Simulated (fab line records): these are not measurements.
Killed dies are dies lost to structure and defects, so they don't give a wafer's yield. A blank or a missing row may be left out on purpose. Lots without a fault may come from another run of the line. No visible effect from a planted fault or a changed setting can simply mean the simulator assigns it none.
Which of the tools did it? + flow nand_harc + 24 lots, 72 wafers sampled, at 6 steps of a route of 1302

## WHAT THE GAUGES SHOWED, per wafer
NHARC_P_GATE_INSPECT_68.
| lot  | measured     | on                | raw_defect_count |
|------|--------------|-------------------|------------------|
| L074 | day 5 16:12  | defect_inspect-01 | 178 145 123      |
| L075 | day 6 04:11  | defect_inspect-01 | 145 151 120      |
| L076 | day 7 01:44  | defect_inspect-02 | 337 299 262      |
| L077 | day 7 06:59  | defect_inspect-02 | 169 371 177      |
| L078 | day 7 10:51  | defect_inspect-02 | 184 159 133      |
| L079 | day 8 01:55  | defect_inspect-02 | 107 175 134      |
| L080 | day 8 12:54  | defect_inspect-02 | 146 84 212       |
| L081 | day 8 13:49  | defect_inspect-01 | 338 200 172      |
| L083 | day 9 09:25  | defect_inspect-02 | 131 123 235      |
| L082 | day 9 10:01  | defect_inspect-01 | 410 226 280      |
| L084 | day 9 21:58  | defect_inspect-01 | 221 186 191      |
| L085 | day 10 14:50 | defect_inspect-02 | 134 101 105      |
| L086 | day 10 19:07 | defect_inspect-01 | 104 189 160      |
| L088 | day 11 21:08 | defect_inspect-02 | 169 488 173      |
| L087 | day 11 21:53 | defect_inspect-02 | 103 107 147      |
| L089 | day 12 04:09 | defect_inspect-01 | 121 110 167      |
| L090 | day 12 11:47 | defect_inspect-01 | 200 209 203      |
| L091 | day 12 22:56 | defect_inspect-01 | 158 236 200      |
| L092 | day 13 03:38 | defect_inspect-02 | 257 276 224      |
| L093 | day 13 23:26 | defect_inspect-02 | 412 320 378      |
| L094 | day 14 06:00 | defect_inspect-02 | 227 198 202      |
| L096 | day 14 22:51 | defect_inspect-01 | 218 182 120      |
| L095 | day 14 20:34 | defect_inspect-01 | 249 127 189      |
| L097 | day 15 07:58 | defect_inspect-01 | 165 174 143      |

## WHICH TOOL RAN EACH LOT (tool, then ch and the chambers of the sampled wafers, then the start)
| lot  | NHARC_P_GATE_HM_DEP_102       | NHARC_P_GATE_STRIP_108             | NHARC_P_GATE_STRIP_75                | NHARC_P_GATE_STRIP_76                | NHARC_P_GATE_RTA_82              |
|------|-------------------------------|------------------------------------|--------------------------------------|--------------------------------------|----------------------------------|
| L074 | acl_dep-03 ch 0, day 4 20:05  | rie_diel-02 ch 2,3, day 4 22:31    | plasma_asher-02 ch 0,1, day 5 10:37  | plasma_asher-02 ch 0,1, day 5 12:13  | rtp_anneal-02 ch 0, day 5 16:02  |
| L075 | acl_dep-03 ch 0, day 5 08:19  | rie_diel-07 ch 0,3, day 5 10:22    | plasma_asher-02 ch 0,1, day 5 22:23  | plasma_asher-01 ch 0,1, day 6 00:11  | rtp_anneal-01 ch 0, day 6 04:01  |
| L076 | acl_dep-02 ch 0, day 6 05:59  | rie_diel-02 ch 1,2,3, day 6 08:13  | plasma_asher-02 ch 0,1, day 6 20:13  | plasma_asher-02 ch 0,1, day 6 21:50  | rtp_anneal-01 ch 0, day 7 01:32  |
| L077 | acl_dep-01 ch 0, day 6 11:10  | rie_diel-07 ch 0,2, day 6 13:16    | plasma_asher-02 ch 0,1, day 7 01:14  | plasma_asher-02 ch 0,1, day 7 03:08  | rtp_anneal-01 ch 0, day 7 06:48  |
| L078 | acl_dep-03 ch 0, day 6 15:10  | rie_diel-02 ch 1,2,3, day 6 17:05  | plasma_asher-01 ch 0,1, day 7 05:10  | plasma_asher-02 ch 0,1, day 7 06:53  | rtp_anneal-02 ch 0, day 7 10:41  |
| L079 | acl_dep-02 ch 0, day 7 06:03  | rie_diel-02 ch 0,1,3, day 7 08:05  | plasma_asher-01 ch 0,1, day 7 20:04  | plasma_asher-02 ch 0,1, day 7 21:54  | rtp_anneal-01 ch 0, day 8 01:45  |
| L080 | acl_dep-03 ch 0, day 7 17:20  | rie_diel-07 ch 0,2,3, day 7 19:21  | plasma_asher-02 ch 0,1, day 8 07:21  | plasma_asher-01 ch 0,1, day 8 09:05  | rtp_anneal-01 ch 0, day 8 12:46  |
| L081 | acl_dep-03 ch 0, day 7 18:05  | rie_diel-07 ch 2,3, day 7 20:01    | plasma_asher-01 ch 0,1, day 8 08:12  | plasma_asher-02 ch 0,1, day 8 09:56  | rtp_anneal-02 ch 0, day 8 13:42  |
| L083 | acl_dep-01 ch 0, day 8 13:36  | rie_diel-02 ch 2,3, day 8 15:44    | plasma_asher-02 ch 0,1, day 9 03:44  | plasma_asher-02 ch 0, day 9 05:26    | rtp_anneal-02 ch 0, day 9 09:14  |
| L082 | acl_dep-01 ch 0, day 8 14:08  | rie_diel-07 ch 1,2, day 8 16:09    | plasma_asher-01 ch 0,1, day 9 04:18  | plasma_asher-01 ch 0,1, day 9 06:02  | rtp_anneal-01 ch 0, day 9 09:49  |
| L084 | acl_dep-02 ch 0, day 9 00:10  | rie_diel-07 ch 0,1, day 9 02:15    | plasma_asher-01 ch 0,1, day 9 16:24  | plasma_asher-02 ch 0,1, day 9 17:59  | rtp_anneal-02 ch 0, day 9 21:47  |
| L085 | acl_dep-01 ch 0, day 9 19:04  | rie_diel-02 ch 1,2, day 9 21:13    | plasma_asher-02 ch 0,1, day 10 09:07 | plasma_asher-02 ch 0,1, day 10 10:50 | rtp_anneal-02 ch 0, day 10 14:38 |
| L086 | acl_dep-01 ch 0, day 9 23:29  | rie_diel-07 ch 0,1,2, day 10 01:32 | plasma_asher-01 ch 0,1, day 10 13:32 | plasma_asher-01 ch 0,1, day 10 15:08 | rtp_anneal-02 ch 0, day 10 18:57 |
| L088 | acl_dep-01 ch 0, day 11 01:22 | rie_diel-03 ch 0,3, day 11 03:32   | plasma_asher-01 ch 0,1, day 11 15:26 | plasma_asher-01 ch 0,1, day 11 17:10 | rtp_anneal-02 ch 0, day 11 20:56 |
| L087 | acl_dep-03 ch 0, day 11 01:46 | rie_diel-03 ch 0,2,3, day 11 03:56 | plasma_asher-01 ch 0,1, day 11 16:07 | plasma_asher-01 ch 0,1, day 11 17:49 | rtp_anneal-02 ch 0, day 11 21:41 |
| L089 | acl_dep-01 ch 0, day 11 02:01 | rie_diel-07 ch 0,2, day 11 04:13   | plasma_asher-01 ch 0,1, day 11 22:36 | plasma_asher-01 ch 0,1, day 12 00:18 | rtp_anneal-01 ch 0, day 12 03:58 |
| L090 | acl_dep-03 ch 0, day 11 16:17 | rie_diel-03 ch 2,3, day 11 18:26   | plasma_asher-02 ch 1, day 12 06:10   | plasma_asher-02 ch 0,1, day 12 07:54 | rtp_anneal-01 ch 0, day 12 11:35 |
| L091 | acl_dep-01 ch 0, day 12 03:19 | rie_diel-03 ch 0,1,2, day 12 05:23 | plasma_asher-02 ch 0,1, day 12 17:13 | plasma_asher-01 ch 0,1, day 12 18:56 | rtp_anneal-02 ch 0, day 12 22:46 |
| L092 | acl_dep-03 ch 0, day 12 08:02 | rie_diel-07 ch 1,2,3, day 12 09:59 | plasma_asher-01 ch 0,1, day 12 22:02 | plasma_asher-01 ch 0,1, day 12 23:38 | rtp_anneal-02 ch 0, day 13 03:28 |
| L093 | acl_dep-02 ch 0, day 13 04:05 | rie_diel-07 ch 2,3, day 13 05:56   | plasma_asher-01 ch 0,1, day 13 17:53 | plasma_asher-01 ch 0,1, day 13 19:36 | rtp_anneal-02 ch 0, day 13 23:19 |
| L094 | acl_dep-02 ch 0, day 13 10:01 | rie_diel-03 ch 2,3, day 13 12:11   | plasma_asher-02 ch 0,1, day 14 00:14 | plasma_asher-02 ch 0, day 14 01:58   | rtp_anneal-02 ch 0, day 14 05:48 |
| L096 | acl_dep-01 ch 0, day 14 00:39 | rie_diel-03 ch 0,1,2, day 14 03:07 | plasma_asher-01 ch 0, day 14 17:09   | plasma_asher-01 ch 0,1, day 14 18:50 | rtp_anneal-02 ch 0, day 14 22:39 |
| L095 | acl_dep-03 ch 0, day 14 01:04 | rie_diel-02 ch 1,2,3, day 14 03:07 | plasma_asher-02 ch 0,1, day 14 14:58 | plasma_asher-02 ch 0,1, day 14 16:33 | rtp_anneal-01 ch 0, day 14 20:22 |
| L097 | acl_dep-01 ch 0, day 14 12:05 | rie_diel-02 ch 0,2,3, day 14 14:14 | plasma_asher-01 ch 1, day 15 02:11   | plasma_asher-02 ch 0,1, day 15 03:56 | rtp_anneal-02 ch 0, day 15 07:47 |
- NHARC_P_GATE_HM_DEP_102: deposits aC, target thk 120 nm.
- NHARC_P_GATE_STRIP_108: strips in O2.
- NHARC_P_GATE_STRIP_75: strips in O2.
- NHARC_P_GATE_STRIP_76: strips in O2.
- NHARC_P_GATE_RTA_82: time 30 s.

## WHAT THE TOOLS THEMSELVES READ (means of the sampled wafers that have a number; where no wafer has one, the mark that the record gives instead)
NHARC_P_GATE_HM_DEP_102.
| lot  | tool       | throttle_valve_pct (%) |
|------|------------|------------------------|
| L074 | acl_dep-03 | 35.001                 |
| L075 | acl_dep-03 | 34.999                 |
| L076 | acl_dep-02 | 34.999                 |
| L077 | acl_dep-01 | 35.001                 |
| L078 | acl_dep-03 | 34.997                 |
| L079 | acl_dep-02 | 34.990                 |
| L080 | acl_dep-03 | 34.998                 |
| L081 | acl_dep-03 | 34.993                 |
| L083 | acl_dep-01 | 34.993                 |
| L082 | acl_dep-01 | 35.001                 |
| L084 | acl_dep-02 | 35.007                 |
| L085 | acl_dep-01 | 35.003                 |
| L086 | acl_dep-01 | 34.997                 |
| L088 | acl_dep-01 | 35.001                 |
| L087 | acl_dep-03 | 34.995                 |
| L089 | acl_dep-01 | 34.990                 |
| L090 | acl_dep-03 | 34.998                 |
| L091 | acl_dep-01 | 35.009                 |
| L092 | acl_dep-03 | 34.998                 |
| L093 | acl_dep-02 | 35.007                 |
| L094 | acl_dep-02 | 34.994                 |
| L096 | acl_dep-01 | 35.002                 |
| L095 | acl_dep-03 | 34.996                 |
| L097 | acl_dep-01 | 35.005                 |

NHARC_P_GATE_STRIP_108.
| lot  | tool        | chamber_pressure_mTorr (mTorr) | drypump_motor_current_A (A) | oes_product_au (a.u.) | rf_vpp_V (V) | showerhead_plenum_p_Torr (Torr) | throttle_valve_pct (%) |
|------|-------------|--------------------------------|-----------------------------|-----------------------|--------------|---------------------------------|------------------------|
| L074 | rie_diel-02 | 59.97                          | 6.0                         | 1.012                 | 56.5         | 3.43                            | 17.045                 |
| L075 | rie_diel-07 | 60.04                          | 5.2                         | 1.000                 | 57.5         | 3.62                            | 17.033                 |
| L076 | rie_diel-02 | 60.05                          | 5.8                         | 1.001                 | 57.5         | 3.45                            | 17.035                 |
| L077 | rie_diel-07 | 60.05                          | 4.9                         | 0.995                 | 57.2         | 3.45                            | 17.038                 |
| L078 | rie_diel-02 | 60.01                          | 5.8                         | 1.010                 | 57.5         | 3.45                            | 17.036                 |
| L079 | rie_diel-02 | 60.00                          | 5.5                         | 1.012                 | 56.4         | 3.35                            | 17.039                 |
| L080 | rie_diel-07 | 59.92                          | 5.2                         | 1.001                 | 58.2         | 3.56                            | 17.034                 |
| L081 | rie_diel-07 | 60.03                          | 5.1                         | 0.996                 | 57.8         | 3.50                            | 17.043                 |
| L083 | rie_diel-02 | 60.02                          | 6.1                         | 0.992                 | 57.6         | 3.52                            | 17.031                 |
| L082 | rie_diel-07 | 60.02                          | 5.1                         | 1.005                 | 58.5         | 3.65                            | 17.038                 |
| L084 | rie_diel-07 | 59.96                          | 5.0                         | 1.005                 | 57.5         | 3.63                            | 17.035                 |
| L085 | rie_diel-02 | 60.00                          | 5.7                         | 0.996                 | 57.0         | 3.46                            | 17.032                 |
| L086 | rie_diel-07 | 60.06                          | 5.0                         | 1.003                 | 58.6         | 3.58                            | 17.034                 |
| L088 | rie_diel-03 | 60.00                          | 5.8                         | 0.997                 | 58.8         | 3.52                            | 17.031                 |
| L087 | rie_diel-03 | 60.01                          | 5.8                         | 1.003                 | 57.8         | 3.57                            | 17.032                 |
| L089 | rie_diel-07 | 59.98                          | 4.9                         | 0.997                 | 58.0         | 3.51                            | 17.035                 |
| L090 | rie_diel-03 | 60.03                          | 5.9                         | 1.006                 | 57.9         | 3.68                            | 17.034                 |
| L091 | rie_diel-03 | 59.94                          | 5.7                         | 0.994                 | 57.6         | 3.56                            | 17.037                 |
| L092 | rie_diel-07 | 60.05                          | 5.3                         | 0.998                 | 58.0         | 3.63                            | 17.034                 |
| L093 | rie_diel-07 | 59.98                          | 5.4                         | 1.005                 | 58.5         | 3.60                            | 17.027                 |
| L094 | rie_diel-03 | 60.02                          | 6.0                         | 1.010                 | 58.5         | 3.68                            | 17.030                 |
| L096 | rie_diel-03 | 59.95                          | 5.6                         | 1.000                 | 57.7         | 3.56                            | 17.040                 |
| L095 | rie_diel-02 | 60.02                          | 5.8                         | 1.002                 | 57.9         | 3.44                            | 17.039                 |
| L097 | rie_diel-02 | 60.01                          | 5.7                         | 1.005                 | 58.3         | 3.42                            | 17.039                 |

NHARC_P_GATE_STRIP_75.
| lot  | tool            | drypump_motor_current_A (A) | heater_power_w (W) |
|------|-----------------|-----------------------------|--------------------|
| L074 | plasma_asher-02 | 5.5                         | 332                |
| L075 | plasma_asher-02 | 5.5                         | 330                |
| L076 | plasma_asher-02 | 5.9                         | 326                |
| L077 | plasma_asher-02 | 5.5                         | 334                |
| L078 | plasma_asher-01 | 6.6                         | 390                |
| L079 | plasma_asher-01 | 6.5                         | 387                |
| L080 | plasma_asher-02 | 5.9                         | 320                |
| L081 | plasma_asher-01 | 6.6                         | 370                |
| L083 | plasma_asher-02 | 5.9                         | 321                |
| L082 | plasma_asher-01 | 6.5                         | 375                |
| L084 | plasma_asher-01 | 6.5                         | 375                |
| L085 | plasma_asher-02 | 5.9                         | 323                |
| L086 | plasma_asher-01 | 6.6                         | 370                |
| L088 | plasma_asher-01 | 6.6                         | 371                |
| L087 | plasma_asher-01 | 6.4                         | 377                |
| L089 | plasma_asher-01 | 6.5                         | 379                |
| L090 | plasma_asher-02 | 6.3                         | 308                |
| L091 | plasma_asher-02 | 5.9                         | 324                |
| L092 | plasma_asher-01 | 6.6                         | 366                |
| L093 | plasma_asher-01 | 6.5                         | 376                |
| L094 | plasma_asher-02 | 5.5                         | 335                |
| L096 | plasma_asher-01 | 6.6                         | 363                |
| L095 | plasma_asher-02 | 5.9                         | 329                |
| L097 | plasma_asher-01 | 6.4                         | 392                |

NHARC_P_GATE_STRIP_76.
| lot  | tool            | drypump_motor_current_A (A) | heater_power_w (W) |
|------|-----------------|-----------------------------|--------------------|
| L074 | plasma_asher-02 | 5.5                         | 332                |
| L075 | plasma_asher-01 | 6.5                         | 395                |
| L076 | plasma_asher-02 | 5.5                         | 331                |
| L077 | plasma_asher-02 | 5.9                         | 324                |
| L078 | plasma_asher-02 | 5.5                         | 331                |
| L079 | plasma_asher-02 | 5.5                         | 334                |
| L080 | plasma_asher-01 | 6.5                         | 379                |
| L081 | plasma_asher-02 | 5.9                         | 324                |
| L083 | plasma_asher-02 | 5.1                         | 348                |
| L082 | plasma_asher-01 | 6.5                         | 368                |
| L084 | plasma_asher-02 | 5.9                         | 322                |
| L085 | plasma_asher-02 | 5.9                         | 320                |
| L086 | plasma_asher-01 | 6.5                         | 378                |
| L088 | plasma_asher-01 | 6.5                         | 368                |
| L087 | plasma_asher-01 | 6.4                         | 378                |
| L089 | plasma_asher-01 | 6.5                         | 373                |
| L090 | plasma_asher-02 | 5.9                         | 326                |
| L091 | plasma_asher-01 | 6.6                         | 365                |
| L092 | plasma_asher-01 | 6.5                         | 376                |
| L093 | plasma_asher-01 | 6.6                         | 364                |
| L094 | plasma_asher-02 | 5.1                         | 355                |
| L096 | plasma_asher-01 | 6.5                         | 372                |
| L095 | plasma_asher-02 | 5.5                         | 340                |
| L097 | plasma_asher-02 | 5.5                         | 343                |

NHARC_P_GATE_RTA_82.
| lot  | tool          | lamp_power_pct (%) | wafer_temp_C_max |
|------|---------------|--------------------|------------------|
| L074 | rtp_anneal-02 | 4.9                | 452.7            |
| L075 | rtp_anneal-01 | 3.6                | 451.9            |
| L076 | rtp_anneal-01 | 3.6                | 452.7            |
| L077 | rtp_anneal-01 | 3.6                | 452.3            |
| L078 | rtp_anneal-02 | 4.9                | 452.5            |
| L079 | rtp_anneal-01 | 3.6                | 452.0            |
| L080 | rtp_anneal-01 | 3.6                | 452.4            |
| L081 | rtp_anneal-02 | 4.9                | 452.3            |
| L083 | rtp_anneal-02 | 4.9                | 451.5            |
| L082 | rtp_anneal-01 | 3.6                | 452.3            |
| L084 | rtp_anneal-02 | 4.9                | 452.3            |
| L085 | rtp_anneal-02 | 4.9                | 452.8            |
| L086 | rtp_anneal-02 | 4.9                | 452.6            |
| L088 | rtp_anneal-02 | 4.9                | 452.2            |
| L087 | rtp_anneal-02 | 4.9                | 452.0            |
| L089 | rtp_anneal-01 | 3.6                | 452.2            |
| L090 | rtp_anneal-01 | 3.6                | 452.7            |
| L091 | rtp_anneal-02 | 4.9                | 452.1            |
| L092 | rtp_anneal-02 | 4.9                | 452.8            |
| L093 | rtp_anneal-02 | 4.9                | 452.2            |
| L094 | rtp_anneal-02 | 4.9                | 451.8            |
| L096 | rtp_anneal-02 | 4.9                | 452.4            |
| L095 | rtp_anneal-01 | 3.6                | 452.3            |
| L097 | rtp_anneal-02 | 4.9                | 452.1            |

## THE ANSWER, worked out from the rows above alone
Rule: the usual values come from the lots themselves. The widest of any qualifying gaps counts: lots, ordered by their means at a reading, are off when they make up no more than a third of the lots, leave a main group of 4 or more, and stand apart from it by 3 or more times the standard deviation of that group's means. Not used: any main group whose means are identical at the precision the tables above print for the reading. Also off: a lot with no number at a reading for which 4 or more lots have one. Where the step has rows for the other lots, those lots are counted as sound. The gauges are gone through in route order, then the tools' own readings, and for those a lot's mean is taken as printed above. The first step at which some lot is off is used, and at that step the reading that is off furthest; a lot without a number counts as furthest.
Across all readings shown, no lot is off: no conclusion can be drawn from this.

## WHAT THE SIMULATOR HAD PUT IN
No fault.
